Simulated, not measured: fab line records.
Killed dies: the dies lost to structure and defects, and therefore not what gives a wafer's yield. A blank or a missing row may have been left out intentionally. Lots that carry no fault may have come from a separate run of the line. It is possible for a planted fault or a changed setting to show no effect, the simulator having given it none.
The tool behind it: which one? / flow nand harc / 33 wafers from 11 lots sampled at 5 of the route's 1159 steps

WHAT EACH GAUGE READ, for each wafer
NHARC_A_M0_INSPECT_27.
lot=L516; measured=day 17 22:17; on=defect inspect-02; raw defect count=608 650 636
lot=L515; measured=day 17 22:53; on=defect inspect-01; raw defect count=388 311 417
lot=L517; measured=day 17 23:10; on=defect inspect-01; raw defect count=406 448 434
lot=L521; measured=day 19 12:44; on=defect inspect-02; raw defect count=374 473 415
lot=L526; measured=day 20 00:01; on=defect inspect-02; raw defect count=557 371 578
lot=L525; measured=day 20 11:32; on=defect inspect-02; raw defect count=646 625 652
lot=L524; measured=day 20 22:23; on=defect inspect-02; raw defect count=509 401 423
lot=L529; measured=day 21 18:36; on=defect inspect-01; raw defect count=378 342 380
lot=L533; measured=day 22 07:50; on=defect inspect-02; raw defect count=340 266 215
lot=L535; measured=day 22 08:13; on=defect inspect-02; raw defect count=405 328 343
lot=L538; measured=day 23 16:21; on=defect inspect-02; raw defect count=463 388 491

NHARC_A_M1_INSPECT_11.
lot=L516; measured=day 17 23:56; on=defect inspect-02; raw defect count=36 38 32
lot=L515; measured=day 18 00:22; on=defect inspect-02; raw defect count=23 21 28
lot=L517; measured=day 18 00:41; on=defect inspect-01; raw defect count=33 49 36
lot=L521; measured=day 19 14:15; on=defect inspect-01; raw defect count=18 17 10
lot=L526; measured=day 20 01:33; on=defect inspect-01; raw defect count=37 25 27
lot=L525; measured=day 20 13:18; on=defect inspect-02; raw defect count=39 33 31
lot=L524; measured=day 20 23:55; on=defect inspect-01; raw defect count=13 13 16
lot=L529; measured=day 21 20:08; on=defect inspect-01; raw defect count=56 41 42
lot=L533; measured=day 22 09:23; on=defect inspect-01; raw defect count=14 14 20
lot=L535; measured=day 22 09:45; on=defect inspect-01; raw defect count=37 36 39
lot=L538; measured=day 23 18:05; on=defect inspect-01; raw defect count=20 26 26

NHARC_END_SORT_01.
lot=L526; measured=day 23 10:12; on=prober-01; defect limited yield (%)=94.5 0 95.3; killed at array=37 670 31; killed at other=0 0 0; killed at periphery=0 7 1; killed dies=37 677 32; killed open=4 3 3; killed short=2 1 3; sort_bin_2_pct (%)=1.2 97.2 1.5; sort_bin_3_pct (%)=0.15 0.30 0; sort_bin_4_pct (%)=4.1 2.5 3.2; sort n pass=640 0 645; sort rim yield pct (%)=96 0 98; sort yield pct (%)=94.5 0 95.3
lot=L525; measured=day 24 01:52; on=prober-01; defect limited yield (%)=94.7 95.9 0; killed at array=32 26 671; killed at other=0 0 0; killed at periphery=4 2 6; killed dies=36 28 677; killed open=8 3 7; killed short=2 1 2; sort_bin_2_pct (%)=1.8 1.2 97.2; sort_bin_3_pct (%)=0.30 0.15 0.15; sort_bin_4_pct (%)=3.2 2.8 2.7; sort n pass=641 649 0; sort rim yield pct (%)=95 100 0; sort yield pct (%)=94.7 95.9 0
lot=L524; measured=day 24 08:08; on=prober-02; defect limited yield (%)=97.5 0 97.5; killed at array=16 674 13; killed at other=0 0 1; killed at periphery=1 3 3; killed dies=17 677 17; killed open=2 4 2; killed short=4 1 0; sort_bin_2_pct (%)=0.4 97.9 1.0; sort_bin_3_pct (%)=0.15 0 0; sort_bin_4_pct (%)=1.9 2.1 1.5; sort n pass=660 0 660; sort rim yield pct (%)=95 0 96; sort yield pct (%)=97.5 0 97.5
lot=L533; measured=day 25 15:17; on=prober-01; defect limited yield (%)=98.5 98.1 98.1; killed at array=7 13 11; killed at other=0 0 0; killed at periphery=3 0 2; killed dies=10 13 13; killed open=2 3 2; killed short=1 0 1; sort_bin_2_pct (%)=0.4 0.7 0.4; sort_bin_3_pct (%)=0 0.44 0; sort_bin_4_pct (%)=1.0 0.7 1.5; sort n pass=667 664 664; sort rim yield pct (%)=99 98 95; sort yield pct (%)=98.5 98.1 98.1

TOOL THAT RAN EACH LOT (tool first, then ch and the chambers of the sampled wafers, then the start)
lot=L516; NHARC_A_M1_STRIP_18=rie diel-05 ch 1,2,3, day 18 00:25; NHARC_A_BONDPAD_ETCH_12=rie diel-03 ch 2,3, day 18 04:55
lot=L515; NHARC_A_M1_STRIP_18=rie diel-05 ch 1,3, day 18 00:50; NHARC_A_BONDPAD_ETCH_12=rie diel-03 ch 0,1,2, day 18 05:28
lot=L517; NHARC_A_M1_STRIP_18=rie diel-11 ch 0,1,2, day 18 01:08; NHARC_A_BONDPAD_ETCH_12=rie diel-06 ch 1,3, day 18 05:49
lot=L521; NHARC_A_M1_STRIP_18=rie diel-07 ch 2,3, day 19 14:42; NHARC_A_BONDPAD_ETCH_12=rie diel-03 ch 0,3, day 19 19:09
lot=L526; NHARC_A_M1_STRIP_18=rie diel-07 ch 1,2,3, day 20 02:01; NHARC_A_BONDPAD_ETCH_12=rie diel-03 ch 0,1,2, day 20 06:35
lot=L525; NHARC_A_M1_STRIP_18=rie diel-11 ch 1,2, day 20 13:44; NHARC_A_BONDPAD_ETCH_12=rie diel-03 ch 1,2, day 20 18:28
lot=L524; NHARC_A_M1_STRIP_18=rie diel-07 ch 2,3, day 21 00:23; NHARC_A_BONDPAD_ETCH_12=rie diel-03 ch 0,1,2, day 21 04:57
lot=L529; NHARC_A_M1_STRIP_18=rie diel-05 ch 1,3, day 21 20:34; NHARC_A_BONDPAD_ETCH_12=rie diel-04 ch 1,2, day 22 02:08
lot=L533; NHARC_A_M1_STRIP_18=rie diel-05 ch 0,1,3, day 22 09:55; NHARC_A_BONDPAD_ETCH_12=rie diel-04 ch 1,2,3, day 22 14:43
lot=L535; NHARC_A_M1_STRIP_18=rie diel-11 ch 0,1,2, day 22 10:13; NHARC_A_BONDPAD_ETCH_12=rie diel-06 ch 0,1,2, day 22 15:22
lot=L538; NHARC_A_M1_STRIP_18=rie diel-07 ch 0,2, day 23 18:31; NHARC_A_BONDPAD_ETCH_12=rie diel-03 ch 0,2,3, day 23 23:04
- NHARC_A_M1_STRIP_18: strips in N2/H2.
- NHARC_A_BONDPAD_ETCH_12: etches the open film in CHF3/O2, target depth 220 nm, time 110 s.

WHAT THE TOOLS THEMSELVES READ (means of the sampled wafers that have a number; where no wafer has one, the mark that the record gives instead)
NHARC_A_M1_STRIP_18.
lot=L516; tool=rie diel-05; drypump motor current A (A)=5.5; oes product au (a.u.)=1.000; power w (W)=1001; rf vpp V (V)=91.3; showerhead plenum p Torr (Torr)=2.20; throttle valve pct (%)=14.160
lot=L515; tool=rie diel-05; drypump motor current A (A)=5.1; oes product au (a.u.)=0.989; power w (W)=1002; rf vpp V (V)=91.8; showerhead plenum p Torr (Torr)=2.19; throttle valve pct (%)=14.171
lot=L517; tool=rie diel-11; drypump motor current A (A)=5.7; oes product au (a.u.)=1.004; power w (W)=998; rf vpp V (V)=90.7; showerhead plenum p Torr (Torr)=2.07; throttle valve pct (%)=14.177
lot=L521; tool=rie diel-07; drypump motor current A (A)=6.2; oes product au (a.u.)=1.009; power w (W)=997; rf vpp V (V)=90.0; showerhead plenum p Torr (Torr)=1.99; throttle valve pct (%)=14.179
lot=L526; tool=rie diel-07; drypump motor current A (A)=6.0; oes product au (a.u.)=0.990; power w (W)=1000; rf vpp V (V)=90.8; showerhead plenum p Torr (Torr)=2.02; throttle valve pct (%)=14.171
lot=L525; tool=rie diel-11; drypump motor current A (A)=5.8; oes product au (a.u.)=0.996; power w (W)=1001; rf vpp V (V)=90.7; showerhead plenum p Torr (Torr)=1.98; throttle valve pct (%)=14.172
lot=L524; tool=rie diel-07; drypump motor current A (A)=6.3; oes product au (a.u.)=0.998; power w (W)=1002; rf vpp V (V)=90.1; showerhead plenum p Torr (Torr)=2.04; throttle valve pct (%)=14.165
lot=L529; tool=rie diel-05; drypump motor current A (A)=5.0; oes product au (a.u.)=0.995; power w (W)=1001; rf vpp V (V)=92.0; showerhead plenum p Torr (Torr)=2.20; throttle valve pct (%)=14.178
lot=L533; tool=rie diel-05; drypump motor current A (A)=5.5; oes product au (a.u.)=0.999; power w (W)=999; rf vpp V (V)=91.6; showerhead plenum p Torr (Torr)=2.17; throttle valve pct (%)=14.166
lot=L535; tool=rie diel-11; drypump motor current A (A)=5.7; oes product au (a.u.)=1.002; power w (W)=1000; rf vpp V (V)=90.6; showerhead plenum p Torr (Torr)=2.06; throttle valve pct (%)=14.180
lot=L538; tool=rie diel-07; drypump motor current A (A)=6.0; oes product au (a.u.)=0.994; power w (W)=999; rf vpp V (V)=90.7; showerhead plenum p Torr (Torr)=2.07; throttle valve pct (%)=14.174

NHARC_A_BONDPAD_ETCH_12.
lot=L516; tool=rie diel-03; drypump motor current A (A)=5.1; oes product au (a.u.)=0.973; rf vpp V (V)=370.3; run length s (s)=131.7; showerhead plenum p Torr (Torr)=2.39; throttle valve pct (%)=20.575
lot=L515; tool=rie diel-03; drypump motor current A (A)=5.5; oes product au (a.u.)=0.950; rf vpp V (V)=371.4; run length s (s)=131.4; showerhead plenum p Torr (Torr)=2.45; throttle valve pct (%)=20.572
lot=L517; tool=rie diel-06; drypump motor current A (A)=6.4; oes product au (a.u.)=0.932; rf vpp V (V)=369.7; run length s (s)=131.3; showerhead plenum p Torr (Torr)=2.40; throttle valve pct (%)=20.576
lot=L521; tool=rie diel-03; drypump motor current A (A)=5.6; oes product au (a.u.)=0.933; rf vpp V (V)=374.0; run length s (s)=131.1; showerhead plenum p Torr (Torr)=2.52; throttle valve pct (%)=20.568
lot=L526; tool=rie diel-03; drypump motor current A (A)=5.5; oes product au (a.u.)=0.961; rf vpp V (V)=371.5; run length s (s)=105.6; showerhead plenum p Torr (Torr)=2.45; throttle valve pct (%)=20.564
lot=L525; tool=rie diel-03; drypump motor current A (A)=4.9; oes product au (a.u.)=0.949; rf vpp V (V)=370.7; run length s (s)=105.6; showerhead plenum p Torr (Torr)=2.38; throttle valve pct (%)=20.562
lot=L524; tool=rie diel-03; drypump motor current A (A)=5.4; oes product au (a.u.)=0.945; rf vpp V (V)=371.4; run length s (s)=105.5; showerhead plenum p Torr (Torr)=2.45; throttle valve pct (%)=20.577
lot=L529; tool=rie diel-04; drypump motor current A (A)=5.6; oes product au (a.u.)=0.969; rf vpp V (V)=372.4; run length s (s)=131.2; showerhead plenum p Torr (Torr)=2.48; throttle valve pct (%)=20.575
lot=L533; tool=rie diel-04; drypump motor current A (A)=5.4; oes product au (a.u.)=0.919; rf vpp V (V)=370.4; run length s (s)=131.3; showerhead plenum p Torr (Torr)=2.39; throttle valve pct (%)=20.568
lot=L535; tool=rie diel-06; drypump motor current A (A)=6.3; oes product au (a.u.)=0.930; rf vpp V (V)=371.7; run length s (s)=131.3; showerhead plenum p Torr (Torr)=2.44; throttle valve pct (%)=20.572
lot=L538; tool=rie diel-03; drypump motor current A (A)=5.6; oes product au (a.u.)=0.911; rf vpp V (V)=371.9; run length s (s)=131.5; showerhead plenum p Torr (Torr)=2.46; throttle valve pct (%)=20.579

THE ANSWER, worked out from the rows above alone
Rule: what is usual is taken from the lots themselves. Put in order of their means at a reading, lots are off if they are a third of the lots or fewer, leave a main group of 4 or more, and stand apart from it by a gap of 3 or more times the standard deviation of the main group's means; of several such gaps the widest counts. If all means in a main group match to the digits the tables above print for the reading, that group is not used. A lot without any number at a reading at which 4 lots or more have one is off too. Where the step has rows for the other lots, those lots are counted as sound. After the gauges, taken in route order, come the tools' own readings; for these a lot's mean is taken, as printed above. The first step at which some lot is off is used, and at that step the reading that is off furthest; a lot without a number counts as furthest.
Off: L526, L525, L524, at NHARC_A_BONDPAD_ETCH_12 (run length s). The main group: mean 131.3 s, standard deviation 0.17.
If a tool, at that step or one of the process steps before it, ran each lot that is off and ran no sound lot following the first of them, it fits. Not one of the candidates tried fits.

WHAT THE SIMULATOR PUT IN
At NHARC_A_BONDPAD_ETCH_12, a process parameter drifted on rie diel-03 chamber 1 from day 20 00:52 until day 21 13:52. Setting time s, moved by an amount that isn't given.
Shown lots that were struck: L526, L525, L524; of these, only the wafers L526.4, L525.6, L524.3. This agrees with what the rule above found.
